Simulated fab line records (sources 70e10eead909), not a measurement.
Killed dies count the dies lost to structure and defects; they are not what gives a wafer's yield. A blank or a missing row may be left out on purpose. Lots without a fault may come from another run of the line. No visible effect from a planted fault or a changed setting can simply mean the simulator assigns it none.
The tool behind it: which one? :: flow nand-harc :: Sampling: 13 lots, 39 wafers, 5 of 1302 route steps

== WHAT EACH GAUGE READ, for each wafer ==
NHARC_THIN_TSV_CD_MEAS_12: the cd target is 1000 nm. Usual: 1000.4 nm for cd-nm, sd 1.6.
lot: L650
measured: day 23 16:41
on: cd-sem-01
cd-nm (nm): 998.4 1000.3 1003.3
flag: 

lot: L652
measured: day 24 07:25
on: cd-sem-03
cd-nm (nm): 999.3 1000.6 1001.1
flag: 

lot: L653
measured: day 25 10:13
on: cd-sem-01
cd-nm (nm): 1001.6 1001.0 1002.6
flag: 

lot: L654
measured: day 25 09:02
on: cd-sem-01
cd-nm (nm): 998.7 996.6 998.7
flag: 

lot: L656
measured: day 27 07:52
on: cd-sem-03
cd-nm (nm): 1000.8 1000.5 1001.5
flag: 

lot: L657
measured: day 27 00:28
on: cd-sem-03
cd-nm (nm): 1002.0 999.6 1001.3
flag: 

lot: L658
measured: day 27 06:42
on: cd-sem-02
cd-nm (nm): 999.5 1000.7 1000.5
flag: 

lot: L659
measured: day 27 13:08
on: cd-sem-01
cd-nm (nm): 999.5 1001.5 1001.3
flag: 

lot: L668
measured: day 31 11:41
on: cd-sem-01
cd-nm (nm): 998.0 997.5 998.1
flag: 

lot: L669
measured: day 32 16:16
on: cd-sem-02
cd-nm (nm): 1001.1 1000.3 1001.6
flag: 

lot: L670
measured: day 31 12:47
on: cd-sem-03
cd-nm (nm): 1001.5 1003.2 999.4
flag: 

lot: L671
measured: day 32 23:18
on: cd-sem-02
cd-nm (nm): 1002.4 1000.6 1000.3
flag: 

lot: L672
measured: day 32 17:29
on: cd-sem-02
cd-nm (nm): 1001.7 1000.6 1000.7
flag: 

NHARC_END_SORT_01. Usual: killed-at-array 62, standard deviation 15; killed-at-other 0.8, standard deviation 1; killed-at-periphery 3.7, standard deviation 2.6; killed-dies 66, standard deviation 15; killed-open 3.1, standard deviation 1.8; killed-short 2.6, standard deviation 1.7.
lot: L659
measured: day 28 07:16
on: prober-01
killed-at-array: 46 64 59
killed-at-other: 0 0 0
killed-at-periphery: 25 34 70
killed-dies: 71 98 129
killed-open: 1 7 3
killed-short: 5 2 2
flag: OFF

== WHICH TOOL RAN EACH LOT (tool, then ch and the chambers of the sampled wafers, then the start) ==
lot: L650
NHARC_P_GATE_STRIP_96: wet-bench-07 ch 1,2,5, day 5 17:58
NHARC_A_BONDPAD_DESCUM_11: rie-diel-01 ch 0,2,3, day 23 01:48
NHARC_A_BONDPAD_ETCH_34: rie-diel-01 ch 0,2,3, day 23 01:53

lot: L652
NHARC_P_GATE_STRIP_96: wet-bench-06 ch 2,4,6, day 6 14:18
NHARC_A_BONDPAD_DESCUM_11: rie-diel-07 ch 0,1,3, day 23 16:08
NHARC_A_BONDPAD_ETCH_34: rie-diel-07 ch 0,1,2, day 23 16:13

lot: L653
NHARC_P_GATE_STRIP_96: wet-bench-07 ch 0,4,6, day 6 18:49
NHARC_A_BONDPAD_DESCUM_11: rie-diel-07 ch 2,3, day 24 19:00
NHARC_A_BONDPAD_ETCH_34: rie-diel-07 ch 1,2,3, day 24 19:06

lot: L654
NHARC_P_GATE_STRIP_96: wet-bench-09 ch 4,5,7, day 7 06:16
NHARC_A_BONDPAD_DESCUM_11: rie-diel-07 ch 0,1,3, day 24 18:01
NHARC_A_BONDPAD_ETCH_34: rie-diel-07 ch 1,2, day 24 18:06

lot: L656
NHARC_P_GATE_STRIP_96: wet-bench-06 ch 0,2,6, day 8 09:13
NHARC_A_BONDPAD_DESCUM_11: rie-diel-07 ch 2,3, day 26 17:04
NHARC_A_BONDPAD_ETCH_34: rie-diel-07 ch 0,1,2, day 26 17:10

lot: L657
NHARC_P_GATE_STRIP_96: wet-bench-07 ch 0,2,7, day 8 16:42
NHARC_A_BONDPAD_DESCUM_11: rie-diel-07 ch 0,1,3, day 26 09:38
NHARC_A_BONDPAD_ETCH_34: rie-diel-07 ch 0,2,3, day 26 09:44

lot: L658
NHARC_P_GATE_STRIP_96: wet-bench-07 ch 2,6,7, day 9 00:52
NHARC_A_BONDPAD_DESCUM_11: rie-diel-07 ch 1,2,3, day 26 13:20
NHARC_A_BONDPAD_ETCH_34: rie-diel-07 ch 0,1, day 26 13:24

lot: L659
NHARC_P_GATE_STRIP_96: wet-bench-07 ch 0,1,7, day 9 15:49
NHARC_A_BONDPAD_DESCUM_11: rie-diel-07 ch 0,2,3, day 26 22:19
NHARC_A_BONDPAD_ETCH_34: rie-diel-07 ch 1,2,3, day 26 22:23

lot: L668
NHARC_P_GATE_STRIP_96: wet-bench-09 ch 1,2,5, day 13 06:35
NHARC_A_BONDPAD_DESCUM_11: rie-diel-07 ch 0,2,3, day 30 22:50
NHARC_A_BONDPAD_ETCH_34: rie-diel-07 ch 0,1,3, day 30 22:56

lot: L669
NHARC_P_GATE_STRIP_96: wet-bench-07 ch 0,4,7, day 13 22:29
NHARC_A_BONDPAD_DESCUM_11: rie-diel-01 ch 0,1, day 32 01:03
NHARC_A_BONDPAD_ETCH_34: rie-diel-01 ch 2,3, day 32 01:08

lot: L670
NHARC_P_GATE_STRIP_96: wet-bench-06 ch 3,6,7, day 13 23:01
NHARC_A_BONDPAD_DESCUM_11: rie-diel-07 ch 0,1,3, day 30 20:55
NHARC_A_BONDPAD_ETCH_34: rie-diel-07 ch 0,1,2, day 30 21:01

lot: L671
NHARC_P_GATE_STRIP_96: wet-bench-07 ch 0,5,7, day 14 15:41
NHARC_A_BONDPAD_DESCUM_11: rie-diel-07 ch 2,3, day 32 08:28
NHARC_A_BONDPAD_ETCH_34: rie-diel-07 ch 1,2, day 32 08:34

lot: L672
NHARC_P_GATE_STRIP_96: wet-bench-06 ch 2,4,5, day 14 19:38
NHARC_A_BONDPAD_DESCUM_11: rie-diel-07 ch 1,2, day 32 03:02
NHARC_A_BONDPAD_ETCH_34: rie-diel-07 ch 1,3, day 32 03:08
- NHARC_P_GATE_STRIP_96: strips in SPM, time 900 s.
- NHARC_A_BONDPAD_DESCUM_11: chemistry O2, time 3 s.
- NHARC_A_BONDPAD_ETCH_34: etches the open film in N2/H2, target depth 60 nm, overetch 18 nm, time 65.91 s.

== AS READ BY THE TOOLS THEMSELVES (means over the sampled wafers that have a number; for cases with no such wafer, the mark the record gives instead) ==
NHARC_A_BONDPAD_DESCUM_11. Usual: drypump-motor-current-A 5.9 A, standard deviation 0.35; oes-product-au 1.003 a.u., standard deviation 0.0088; rf-vpp-V 57.9 V, standard deviation 0.92; showerhead-plenum-p-Torr 1.93 Torr, standard deviation 0.085; throttle-valve-pct 11.311 %, standard deviation 0.0091.
lot: L650
tool: rie-diel-01
drypump-motor-current-A (A): 5.7
oes-product-au (a.u.): 1.010
rf-vpp-V (V): 57.1
showerhead-plenum-p-Torr (Torr): 1.85
throttle-valve-pct (%): 11.311
flag: 

lot: L652
tool: rie-diel-07
drypump-motor-current-A (A): 6.0
oes-product-au (a.u.): 1.003
rf-vpp-V (V): 57.7
showerhead-plenum-p-Torr (Torr): 1.89
throttle-valve-pct (%): 11.313
flag: 

lot: L653
tool: rie-diel-07
drypump-motor-current-A (A): 6.0
oes-product-au (a.u.): 1.000
rf-vpp-V (V): 58.4
showerhead-plenum-p-Torr (Torr): 1.96
throttle-valve-pct (%): 11.313
flag: 

lot: L654
tool: rie-diel-07
drypump-motor-current-A (A): 6.0
oes-product-au (a.u.): 1.002
rf-vpp-V (V): 57.9
showerhead-plenum-p-Torr (Torr): 1.89
throttle-valve-pct (%): 11.306
flag: 

lot: L656
tool: rie-diel-07
drypump-motor-current-A (A): 6.0
oes-product-au (a.u.): 1.002
rf-vpp-V (V): 58.6
showerhead-plenum-p-Torr (Torr): 2.01
throttle-valve-pct (%): 11.304
flag: 

lot: L657
tool: rie-diel-07
drypump-motor-current-A (A): 6.0
oes-product-au (a.u.): 1.005
rf-vpp-V (V): 57.6
showerhead-plenum-p-Torr (Torr): 1.89
throttle-valve-pct (%): 11.309
flag: 

lot: L658
tool: rie-diel-07
drypump-motor-current-A (A): 6.1
oes-product-au (a.u.): 0.999
rf-vpp-V (V): 57.5
showerhead-plenum-p-Torr (Torr): 1.96
throttle-valve-pct (%): 11.305
flag: 

lot: L659
tool: rie-diel-07
drypump-motor-current-A (A): 5.9
oes-product-au (a.u.): 1.010
rf-vpp-V (V): 58.6
showerhead-plenum-p-Torr (Torr): 1.94
throttle-valve-pct (%): 11.308
flag: 

lot: L668
tool: rie-diel-07
drypump-motor-current-A (A): 5.9
oes-product-au (a.u.): 0.998
rf-vpp-V (V): 57.3
showerhead-plenum-p-Torr (Torr): 1.94
throttle-valve-pct (%): 11.305
flag: 

lot: L669
tool: rie-diel-01
drypump-motor-current-A (A): 5.3
oes-product-au (a.u.): 0.993
rf-vpp-V (V): 58.3
showerhead-plenum-p-Torr (Torr): 1.97
throttle-valve-pct (%): 11.316
flag: 

lot: L670
tool: rie-diel-07
drypump-motor-current-A (A): 6.0
oes-product-au (a.u.): 1.001
rf-vpp-V (V): 57.5
showerhead-plenum-p-Torr (Torr): 1.89
throttle-valve-pct (%): 11.300
flag: 

lot: L671
tool: rie-diel-07
drypump-motor-current-A (A): 6.0
oes-product-au (a.u.): 0.997
rf-vpp-V (V): 57.9
showerhead-plenum-p-Torr (Torr): 2.01
throttle-valve-pct (%): 11.319
flag: 

lot: L672
tool: rie-diel-07
drypump-motor-current-A (A): 6.2
oes-product-au (a.u.): 1.008
rf-vpp-V (V): 58.0
showerhead-plenum-p-Torr (Torr): 1.95
throttle-valve-pct (%): 11.313
flag: 

NHARC_A_BONDPAD_ETCH_34. Usual: drypump-motor-current-A 5.9 A, standard deviation 0.35; oes-product-au 1.004 a.u., standard deviation 0.0097; rf-vpp-V 430.9 V, standard deviation 2.6; showerhead-plenum-p-Torr 2.06 Torr, standard deviation 0.093; throttle-valve-pct 14.170 %, standard deviation 0.0089.
lot: L650
tool: rie-diel-01
drypump-motor-current-A (A): 5.8
oes-product-au (a.u.): 1.009
rf-vpp-V (V): 428.5
showerhead-plenum-p-Torr (Torr): 1.97
throttle-valve-pct (%): 14.166
flag: 

lot: L652
tool: rie-diel-07
drypump-motor-current-A (A): 6.1
oes-product-au (a.u.): 1.005
rf-vpp-V (V): 430.2
showerhead-plenum-p-Torr (Torr): 2.06
throttle-valve-pct (%): 14.163
flag: 

lot: L653
tool: rie-diel-07
drypump-motor-current-A (A): 6.1
oes-product-au (a.u.): 0.996
rf-vpp-V (V): 431.9
showerhead-plenum-p-Torr (Torr): 2.09
throttle-valve-pct (%): 14.178
flag: 

lot: L654
tool: rie-diel-07
drypump-motor-current-A (A): 6.2
oes-product-au (a.u.): 1.004
rf-vpp-V (V): 431.9
showerhead-plenum-p-Torr (Torr): 2.08
throttle-valve-pct (%): 14.165
flag: 

lot: L656
tool: rie-diel-07
drypump-motor-current-A (A): 6.0
oes-product-au (a.u.): 1.014
rf-vpp-V (V): 431.0
showerhead-plenum-p-Torr (Torr): 2.06
throttle-valve-pct (%): 14.166
flag: 

lot: L657
tool: rie-diel-07
drypump-motor-current-A (A): 5.9
oes-product-au (a.u.): 1.008
rf-vpp-V (V): 431.9
showerhead-plenum-p-Torr (Torr): 2.07
throttle-valve-pct (%): 14.168
flag: 

lot: L658
tool: rie-diel-07
drypump-motor-current-A (A): 5.9
oes-product-au (a.u.): 1.017
rf-vpp-V (V): 428.9
showerhead-plenum-p-Torr (Torr): 1.98
throttle-valve-pct (%): 14.174
flag: 

lot: L659
tool: rie-diel-07
drypump-motor-current-A (A): 6.1
oes-product-au (a.u.): 1.002
rf-vpp-V (V): 431.4
showerhead-plenum-p-Torr (Torr): 2.08
throttle-valve-pct (%): 14.170
flag: 

lot: L668
tool: rie-diel-07
drypump-motor-current-A (A): 6.0
oes-product-au (a.u.): 0.997
rf-vpp-V (V): 429.4
showerhead-plenum-p-Torr (Torr): 2.01
throttle-valve-pct (%): 14.170
flag: 

lot: L669
tool: rie-diel-01
drypump-motor-current-A (A): 5.4
oes-product-au (a.u.): 1.010
rf-vpp-V (V): 429.3
showerhead-plenum-p-Torr (Torr): 2.00
throttle-valve-pct (%): 14.169
flag: 

lot: L670
tool: rie-diel-07
drypump-motor-current-A (A): 6.0
oes-product-au (a.u.): 0.998
rf-vpp-V (V): 431.0
showerhead-plenum-p-Torr (Torr): 2.06
throttle-valve-pct (%): 14.173
flag: 

lot: L671
tool: rie-diel-07
drypump-motor-current-A (A): 6.2
oes-product-au (a.u.): 1.006
rf-vpp-V (V): 431.0
showerhead-plenum-p-Torr (Torr): 2.08
throttle-valve-pct (%): 14.169
flag: 

lot: L672
tool: rie-diel-07
drypump-motor-current-A (A): 6.2
oes-product-au (a.u.): 0.999
rf-vpp-V (V): 430.6
showerhead-plenum-p-Torr (Torr): 2.03
throttle-valve-pct (%): 14.171
flag: 

== THE ANSWER, worked out from the rows above alone ==
Rule: a lot counts as off when the mean over its wafers that have a number is more than 3 standard deviations away from the usual mean. Also off: a lot with no number at a reading for which 4 or more lots have one. Where the step has rows for the other lots, those lots are counted as sound. The gauges are gone through in route order, then the tools' own readings, and for those a lot's mean is taken as printed above. At the first step where some lot is off, the reading lying furthest off is the one used; lots without a number count as furthest.
Off: L659 (NHARC_END_SORT_01, killed-at-periphery). Neither off nor sound, because the step has no rows for them: L650, L652, L653, L654, L656, L657, L658, L668, L669, L670, L671, L672.
A tool fits if, at a process step before that reading, it ran every lot that is off, and no sound lot after the first of them. Those tools and the gauges at NHARC_END_SORT_01 are tried in the same way. Can't be told from this: 3 tools fit, wet-bench-07 at NHARC_P_GATE_STRIP_96, rie-diel-07 at NHARC_A_BONDPAD_DESCUM_11 and NHARC_A_BONDPAD_ETCH_34, prober-01 at NHARC_END_SORT_01.

== WHAT THE SIMULATOR PUT IN ==
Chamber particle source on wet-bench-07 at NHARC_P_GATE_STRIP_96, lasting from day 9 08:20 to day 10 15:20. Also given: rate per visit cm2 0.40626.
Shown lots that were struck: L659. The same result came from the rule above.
